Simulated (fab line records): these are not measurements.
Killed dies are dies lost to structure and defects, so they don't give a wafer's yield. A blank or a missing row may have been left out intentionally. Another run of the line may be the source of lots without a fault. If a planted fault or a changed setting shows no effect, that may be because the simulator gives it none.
Matching of chambers | flow nand_harc | ald_metal-04 running NHARC_A_CONTACT_ALD_18: 4 sister chambers
The step deposits TiN, target thk 3 nm, pulse time 1 s, ald cycles 150. 4 wafers are shown with their chamber, then 9 later ones without.

## WAFERS WITH THEIR CHAMBER
wafer  | chamber | heater_power_w (W)
L083.2 | 3       | 1176
L085.1 | 0       | 1136
L085.2 | 2       | 1034
L085.5 | 1       | 1058

## WAFERS WHOSE CHAMBER IS MISSING
wafer  | heater_power_w (W)
L089.1 | 1176
L089.4 | 1063
L089.5 | 1141
L092.1 | 1162
L092.3 | 1053
L092.5 | 1176
L094.2 | 1181
L094.4 | 1141
L094.5 | 1149

## WHICH CHAMBER EACH WENT THROUGH
wafer  | from the rows above     | in truth
L089.1 | 3                       | 3
L089.4 | 1                       | 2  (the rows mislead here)
L089.5 | 0                       | 0
L092.1 | can't be placed: 3 or 0 | 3
L092.3 | can't be placed: 1 or 2 | 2
L092.5 | 3                       | 3
L094.2 | 3                       | 3
L094.4 | 0                       | 0
L094.5 | can't be placed: 0 or 3 | 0
Correctly placed: 5 of 9. These rows do not allow placing 3 (true chamber among the candidates in 3). Number placed wrongly: 1.
How it was worked out, from the rows above alone: a wafer's distance from a chamber is the root of the sum, over the readings, of the square of ((its reading less the chamber's mean) divided by the reading's scatter). The wafer belongs to the nearest chamber; if the next one is less than 2 further off, it can't be placed. Each chamber's mean is taken over the wafers shown for it. The scatter: root of mean squared gap, hidden wafer to nearest shown wafer, with one shown wafer a chamber.
